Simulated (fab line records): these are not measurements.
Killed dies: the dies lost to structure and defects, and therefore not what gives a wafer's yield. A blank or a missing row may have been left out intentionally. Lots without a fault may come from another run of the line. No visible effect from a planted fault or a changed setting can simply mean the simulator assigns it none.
Matching of chambers | flow n5-finfet | 3 sister chambers for N5_BEOL_M3_PRE_CLEAN_60 on cvd-co-01
The step time 15 s. 30 wafers are shown with their chamber, then 12 later ones without.

== EACH WAFER AND ITS CHAMBER ==
wafer  | chamber | heater-power-w (W) | rf-fwd-power-W (W)
L076.1 | 1       | 86                 | 297.9
L076.4 | 1       | 84                 | 298.0
L076.6 | 0       | 95                 | 298.5
L077.3 | 1       | 86                 | 298.3
L077.5 | 0       | 93                 | 298.2
L077.6 | 1       | 84                 | 297.3
L082.2 | 0       | 94                 | 298.3
L082.3 | 2       | 79                 | 296.7
L082.6 | 2       | 80                 | 295.2
L083.2 | 1       | 86                 | 297.3
L083.5 | 0       | 93                 | 297.6
L083.6 | 2       | 80                 | 296.6
L081.1 | 2       | 82                 | 297.2
L081.5 | 1       | 86                 | 297.4
L081.6 | 0       | 95                 | 298.4
L084.1 | 0       | 96                 | 300.1
L084.3 | 2       | 82                 | 296.1
L084.4 | 2       | 81                 | 297.6
L085.1 | 1       | 82                 | 298.4
L085.4 | 2       | 79                 | 296.1
L085.6 | 0       | 95                 | 297.6
L086.1 | 2       | 82                 | 295.7
L086.3 | 1       | 85                 | 298.8
L086.5 | 0       | 98                 | 297.8
L089.1 | 2       | 83                 | 296.5
L089.4 | 0       | 96                 | 298.0
L089.5 | 1       | 86                 | 299.4
L091.2 | 2       | 82                 | 296.0
L091.3 | 1       | 86                 | 300.1
L091.6 | 0       | 97                 | 297.3

SIGNATURES (averages over the wafers above)
reading        | chamber 0 | chamber 1 | chamber 2 | scatter within a chamber
heater-power-w | 95.20     | 85.10     | 81.00     | 1.47
rf-fwd-power-W | 298.180   | 298.290   | 296.370   | 0.81
Rule: distance of a wafer from a chamber = root of the sum over the readings of ((wafer's reading minus chamber's mean) / reading's scatter) squared. The wafer belongs to the nearest chamber; if the next one is less than 2 further off, it can't be placed. The scatter: the root of (the sum of the squares of (reading less its chamber's mean) over the shown wafers, divided by (wafers less chambers)).

== WAFERS WITH NO CHAMBER GIVEN ==
wafer  | heater-power-w (W) | rf-fwd-power-W (W)
L092.2 | 97                 | 298.5
L092.3 | 86                 | 297.3
L092.4 | 85                 | 297.2
L094.2 | 82                 | 297.6
L094.3 | 97                 | 297.3
L094.5 | 86                 | 297.9
L097.1 | 96                 | 297.5
L097.3 | 83                 | 295.1
L097.5 | 97                 | 297.9
L096.1 | 97                 | 297.7
L096.3 | 86                 | 298.0
L096.5 | 83                 | 297.8

== WHICH CHAMBER EACH ONE RAN IN ==
wafer  | from the rows above     | in truth
L092.2 | 0                       | 0
L092.3 | 1                       | 1
L092.4 | can't be placed: 1 or 2 | 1
L094.2 | can't be placed: 2 or 1 | 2
L094.3 | 0                       | 0
L094.5 | 1                       | 1
L097.1 | 0                       | 0
L097.3 | 2                       | 2
L097.5 | 0                       | 0
L096.1 | 0                       | 0
L096.3 | 1                       | 1
L096.5 | can't be placed: 1 or 2 | 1
Correctly placed: 9 of 12. Unplaceable from these rows: 3, with the true chamber sitting among the candidates in 3. Number placed wrongly: 0.
